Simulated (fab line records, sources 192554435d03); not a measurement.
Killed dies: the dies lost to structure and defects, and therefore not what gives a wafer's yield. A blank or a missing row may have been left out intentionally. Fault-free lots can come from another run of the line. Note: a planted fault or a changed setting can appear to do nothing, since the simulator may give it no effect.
fab line records | flow n5_finfet | part 2 of 2: steps 30 to 38 of 38
record lots=5 | wafers=15 | last_day=17
route steps=1938 shown BEOL_M4@1073
lots that met no fault: taken from a fault-free run of the same line
start_h: the number of hours between the record's first day and the start of the first shown wafer of the lot | wait_h: time in hours since the lot's previous step | " repeats the value in the row above | L1.1+2: a row that stands for several wafers | - no value present, or no start provided | * or withheld: withheld | < > ~ a bound
route shown NAME@n: names a module that has steps shown in the file, with the first one's number in the route | usual: mean/standard deviation of fault-free wafers | same: alike in all rows | chamber/n: place in a boat | sites: per-site readings | _std_site: the values' standard deviation | _edge_site: outer sites' mean less inner sites' | radius_mm: how far each site lies from the wafer's centre | mask NAME#n: copy n | behind: the most recent tool/chamber to have shaped the wafer | hold: the reason the lot was held/the length of the hold in hours/how it ended | device: the n, p or np transistor that did not switch | end of line: tests run on the same wafers once the route is complete | a step without rows: its recipe alone | killed: not the wafer's yield, but the dies lost to structure and defects at the first sort | map: dies across one wafer; x = killed, . = not, _ = none there
set.NAME: the setting the step ran with; set.NAME@STEP: the setting that earlier step ran with | model.NAME: the simulator's own value behind a step, which no gauge read
certain route steps with their lots: each step a table, each wafer a row
services: the hour from which a tool's chamber was out of use, counted from the record's first day as start_h (under 0 if before that day), plus the number of hours and why
## steps
# step N5_BEOL_M4_ANNEAL_51
# recipe temp_c=225 | time_s=90 | ambient=N2
# usual wafer_temp_C_max=226.1/0.37
lot.wafer | tool          | chamber | start_h | wait_h | wafer_temp_C_max
L082.1    | rtp_anneal-01 | 0       | 217.71  | 0.1    | 225.8
L082.3    | "             | 0       | "       | "      | 226.6
L082.4    | "             | 0       | "       | "      | 226.0
L084.2    | rtp_anneal-02 | 0       | 237.63  | 0.1    | 226.3
L084.4    | "             | 0       | "       | "      | 226.3
L084.5    | "             | 0       | "       | "      | 226.4
L090.2    | rtp_anneal-02 | 0       | 273.14  | 0.3    | 225.8
L090.3    | "             | 0       | "       | "      | 226.1
L090.5    | "             | 0       | "       | "      | 225.9
L093.2    | rtp_anneal-01 | 0       | 281.95  | 0.2    | 225.5
L093.3    | "             | 0       | "       | "      | 225.4
L093.6    | "             | 0       | "       | "      | 225.8
L094.1    | rtp_anneal-01 | 0       | 283.31  | 0.2    | 225.7
L094.3    | "             | 0       | "       | "      | 225.8
L094.4    | "             | 0       | "       | "      | 225.9
# step N5_BEOL_M4_CMP_52
# recipe stop_on=SiOC | t_overpolish_s=6.8 | down_force_psi=1 | platen_rpm=50 | clearing_platen_down_force_psi=1.5 | clearing_platen_rpm=50 | post_cmp_clean=cu_alkaline | target_thk_nm=40 | clearing_platen_pad_velocity_m_s=0.99484 | pad_velocity_m_s=0.99484
# usual barrier_field_endpoint_s=24.8/0.58 | clearing_platen_rpm=50.002/0.024 | edge_zone_pressure_frac=1.000/0.0052 | motor_current_A=6.1/0.45 | overpolish_run_s=6.799/0.0091 | time_to_endpoint_s=63/3.4
lot.wafer | tool   | chamber | start_h | wait_h | barrier_field_endpoint_s | clearing_platen_rpm | edge_zone_pressure_frac | motor_current_A | overpolish_run_s | time_to_endpoint_s
L082.4    | cmp-02 | 1       | 218.05  | 0.2    | 24.4                     | 50.013              | 0.992                   | 6.8             | 6.790            | 64
L082.3    | "      | 2       | "       | "      | 24.8                     | 50.059              | 1.000                   | 6.4             | 6.801            | 68
L082.1    | "      | 3       | "       | "      | 25.9                     | 49.966              | 1.012                   | 5.2             | 6.799            | 72
L084.4    | cmp-01 | 0       | 237.92  | 0.2    | 25.6                     | 49.970              | 0.998                   | 5.8             | 6.793            | 65
L084.2    | "      | 1       | "       | "      | 24.5                     | 49.972              | 0.996                   | 6.2             | 6.800            | 64
L084.5    | "      | 0       | "       | "      | 24.6                     | 50.029              | 0.999                   | 5.5             | 6.803            | 64
L090.3    | cmp-04 | 0       | 273.43  | 0.2    | 24.0                     | 50.011              | 1.001                   | 6.0             | 6.801            | 62
L090.2    | "      | 1       | "       | "      | 25.0                     | 49.960              | 1.002                   | 5.9             | 6.816            | 60
L090.5    | "      | 0       | "       | "      | 24.7                     | 50.027              | 0.999                   | 6.0             | 6.797            | 62
L093.3    | cmp-01 | 2       | 282.21  | 0.2    | 24.0                     | 50.072              | 0.996                   | 6.6             | 6.807            | 59
L093.2    | "      | 3       | "       | "      | 24.7                     | 50.011              | 1.003                   | 6.0             | 6.797            | 64
L093.6    | "      | 2       | "       | "      | 25.5                     | 50.024              | 0.993                   | 6.1             | 6.792            | 65
L094.3    | cmp-02 | 3       | 283.65  | 0.2    | 25.5                     | 49.983              | 0.997                   | 5.5             | 6.792            | 66
L094.4    | "      | 0       | "       | "      | 24.9                     | 49.987              | 0.998                   | 6.2             | 6.810            | 57
L094.1    | "      | 1       | "       | "      | 25.0                     | 49.972              | 0.997                   | 7.0             | 6.787            | 62
# step N5_BEOL_M4_THK_MEAS_53
# recipe thk_meas_gauge=xrf | reads=Cu_of_BEOL_M4_ECD_50
# usual M4_THK=40.0/1.8
lot.wafer | tool          | chamber | start_h | wait_h | M4_THK[nm]
L082.1    | film_metro-01 | -       | 218.30  | -      | 40.8
L082.3    | "             | -       | "       | "      | 38.6
L082.4    | "             | -       | "       | "      | 43.0
L084.2    | film_metro-01 | -       | 238.18  | -      | 40.0
L084.4    | "             | -       | "       | "      | 39.4
L084.5    | "             | -       | "       | "      | 43.4
L090.2    | film_metro-01 | -       | 273.69  | -      | 39.2
L090.3    | "             | -       | "       | "      | 39.6
L090.5    | "             | -       | "       | "      | 35.7
L093.2    | film_metro-02 | -       | 282.50  | -      | 43.9
L093.3    | "             | -       | "       | "      | 40.3
L093.6    | "             | -       | "       | "      | 40.7
L094.1    | film_metro-02 | -       | 283.90  | -      | 40.9
L094.3    | "             | -       | "       | "      | 42.1
L094.4    | "             | -       | "       | "      | 40.3
# step N5_BEOL_M4_PRE_CLEAN_60
# recipe gas=NH3/H2 | time_s=15 | temp_c=* | rf_power_w=300
# usual heater_power_w=99/9.5
lot.wafer | tool      | chamber | start_h | wait_h | heater_power_w
L082.1    | cvd_co-02 | 1       | 218.34  | 0.0    | 97
L082.3    | "         | 0       | "       | "      | 91
L082.4    | "         | 0       | "       | "      | 91
L084.2    | cvd_co-02 | 1       | 238.21  | 0.0    | 98
L084.4    | "         | 2       | "       | "      | 98
L084.5    | "         | 1       | "       | "      | 99
L090.2    | cvd_co-01 | 0       | 273.73  | 0.0    | 115
L090.3    | "         | 1       | "       | "      | 93
L090.5    | "         | 2       | "       | "      | 95
L093.2    | cvd_co-01 | 1       | 282.54  | 0.0    | 94
L093.3    | "         | 2       | "       | "      | 95
L093.6    | "         | 2       | "       | "      | 94
L094.1    | cvd_co-02 | 2       | 283.94  | 0.0    | 99
L094.3    | "         | 0       | "       | "      | 93
L094.4    | "         | 0       | "       | "      | 92
# step N5_BEOL_M4_CO_CAP_55
# recipe material=Co | target_thk_a=20 | temp_c=200 | precursor=CCTBA/H2 | pressure_torr=30 | time_s=102.1
# usual heater_power_w=253/12
lot.wafer | tool      | chamber | start_h | wait_h | heater_power_w
L082.1    | cvd_co-02 | 1       | 218.38  | 0.0    | 259
L082.3    | "         | 0       | "       | "      | 240
L082.4    | "         | 0       | "       | "      | 241
L084.2    | cvd_co-02 | 1       | 238.25  | 0.0    | 255
L084.4    | "         | 2       | "       | "      | 257
L084.5    | "         | 1       | "       | "      | 253
L090.2    | cvd_co-01 | 0       | 273.77  | 0.0    | 280
L090.3    | "         | 1       | "       | "      | 256
L090.5    | "         | 2       | "       | "      | 244
L093.2    | cvd_co-01 | 1       | 282.58  | 0.0    | 243
L093.3    | "         | 2       | "       | "      | 250
L093.6    | "         | 2       | "       | "      | 250
L094.1    | cvd_co-02 | 2       | 283.98  | 0.0    | 244
L094.3    | "         | 0       | "       | "      | 248
L094.4    | "         | 0       | "       | "      | 246
# step N5_BEOL_M4_PRE_CLEAN_56
# recipe gas=NH3 | time_s=15 | temp_c=withheld | rf_power_w=300
lot.wafer  | tool     | chamber | start_h | wait_h
L082.1+3+4 | pecvd-01 | 0,0,1   | 218.47  | 0.1
L084.2+4+5 | pecvd-03 | 1,0,2   | 238.35  | 0.1
L090.2+3+5 | pecvd-02 | 0,1,2   | 273.86  | 0.1
L093.2+3+6 | pecvd-03 | 0,1,2   | 282.67  | 0.1
L094.1+3+4 | pecvd-01 | 0,1,0   | 284.07  | 0.1
# step N5_BEOL_M4_DEP_57
# recipe material=SiCN | target_thk_a=80 | temp_c=withheld | precursor=3MS/NH3 | pressure_torr=3 | rf_w=202 | time_s=14
# usual showerhead_plenum_p_Torr=3.670/0.012 | throttle_valve_pct=8.7/0.45
lot.wafer | tool     | chamber | start_h | wait_h | showerhead_plenum_p_Torr | throttle_valve_pct
L082.1    | pecvd-01 | 0       | 218.51  | 0.0    | 3.658                    | 9.1
L082.3    | "        | 0       | "       | "      | 3.650                    | 9.1
L082.4    | "        | 1       | "       | "      | 3.673                    | 8.8
L084.2    | pecvd-03 | 1       | 238.37  | 0.0    | 3.679                    | 9.0
L084.4    | "        | 0       | "       | "      | 3.674                    | 8.6
L084.5    | "        | 2       | "       | "      | 3.665                    | 7.8
L090.2    | pecvd-02 | 0       | 273.88  | 0.0    | 3.673                    | 9.0
L090.3    | "        | 1       | "       | "      | 3.665                    | 9.1
L090.5    | "        | 2       | "       | "      | 3.677                    | 8.4
L093.2    | pecvd-03 | 0       | 282.69  | 0.0    | 3.683                    | 9.0
L093.3    | "        | 1       | "       | "      | 3.681                    | 9.2
L093.6    | "        | 2       | "       | "      | 3.670                    | 8.1
L094.1    | pecvd-01 | 0       | 284.10  | 0.0    | 3.651                    | 9.3
L094.3    | "        | 1       | "       | "      | 3.668                    | 8.8
L094.4    | "        | 0       | "       | "      | 3.649                    | 9.4
# step N5_BEOL_M4_RS_MEAS_58
# recipe thk_meas_gauge=four-point-probe | reads=Co_of_BEOL_M4_CO_CAP_55+Cu_of_BEOL_M4_ECD_50+Co_of_BEOL_M4_CVD_47+TaN_of_BEOL_M4_ALD_84
# usual M4_RS=0.68/0.038
lot.wafer | tool          | chamber | start_h | wait_h | M4_RS[ohm/sq]
L082.1    | film_metro-02 | -       | 218.60  | 0.1    | 0.66
L082.3    | "             | -       | "       | "      | 0.71
L082.4    | "             | -       | "       | "      | 0.61
L084.2    | film_metro-01 | -       | 238.44  | 0.1    | 0.68
L084.4    | "             | -       | "       | "      | 0.69
L084.5    | "             | -       | "       | "      | 0.61
L090.2    | film_metro-01 | -       | 273.95  | 0.1    | 0.69
L090.3    | "             | -       | "       | "      | 0.68
L090.5    | "             | -       | "       | "      | 0.78
L093.2    | film_metro-02 | -       | 282.76  | 0.1    | 0.61
L093.3    | "             | -       | "       | "      | 0.68
L093.6    | "             | -       | "       | "      | 0.67
L094.1    | film_metro-01 | -       | 284.17  | 0.0    | 0.66
L094.3    | "             | -       | "       | "      | 0.64
L094.4    | "             | -       | "       | "      | 0.68
# step N5_BEOL_M4_INSPECT_59
# recipe inspect_instrument=darkfield | mode=post_dep
# usual raw_defect_count=70/22
lot.wafer | tool              | chamber | start_h | wait_h | raw_defect_count
L082.1    | defect_inspect-02 | -       | 218.62  | 0.0    | 61
L082.3    | "                 | -       | "       | "      | 57
L082.4    | "                 | -       | "       | "      | 72
L084.2    | defect_inspect-01 | -       | 238.46  | 0.0    | 120
L084.4    | "                 | -       | "       | "      | 141
L084.5    | "                 | -       | "       | "      | 108
L090.2    | defect_inspect-01 | -       | 273.98  | 0.0    | 65
L090.3    | "                 | -       | "       | "      | 69
L090.5    | "                 | -       | "       | "      | 56
L093.2    | defect_inspect-01 | -       | 282.79  | 0.0    | 79
L093.3    | "                 | -       | "       | "      | 76
L093.6    | "                 | -       | "       | "      | 92
L094.1    | defect_inspect-01 | -       | 284.19  | 0.0    | 37
L094.3    | "                 | -       | "       | "      | 86
L094.4    | "                 | -       | "       | "      | 70
## services
tool          | chamber | start_h | hours | kind
cvd_co-01     | -       | 193.17  | 1.1   | repair
pecvd-01      | 0       | 196.20  | 4.1   | repair
cmp-01        | -       | 198.41  | 2.6   | repair
pecvd-01      | 2       | 202.38  | -     | clean
pecvd-01      | 2       | 202.38  | -     | consumable_replace:showerhead
pecvd-01      | 2       | 202.38  | 29.0  | scheduled_down
pecvd-01      | 2       | 202.38  | 29.0  | vent_cycle
ald_metal-03  | 3       | 207.26  | 9.5   | repair
cmp-04        | -       | 212.82  | 0.3   | repair
rtp_anneal-02 | -       | 220.97  | 2.9   | pm
ald_metal-03  | -       | 221.99  | 3.6   | repair
pecvd-03      | -       | 225.44  | 0.3   | repair
cmp-04        | -       | 227.49  | 4.0   | pm
cmp-01        | -       | 231.61  | 2.1   | repair
wet_bench-04  | -       | 243.97  | 1.9   | pm
ald_metal-03  | -       | 246.47  | 1.1   | repair
pecvd-02      | -       | 256.38  | 0.4   | repair
cmp-02        | -       | 258.41  | 2.0   | repair
cvd_co-02     | 1       | 261.07  | 15.9  | repair
cmp-02        | -       | 262.26  | 0.8   | repair
pecvd-01      | -       | 262.33  | 14.6  | pm
cvd_co-01     | -       | 265.49  | 1.7   | repair
ecd_cu-01     | -       | 272.53  | 0.3   | repair
cmp-04        | -       | 276.78  | 0.6   | repair
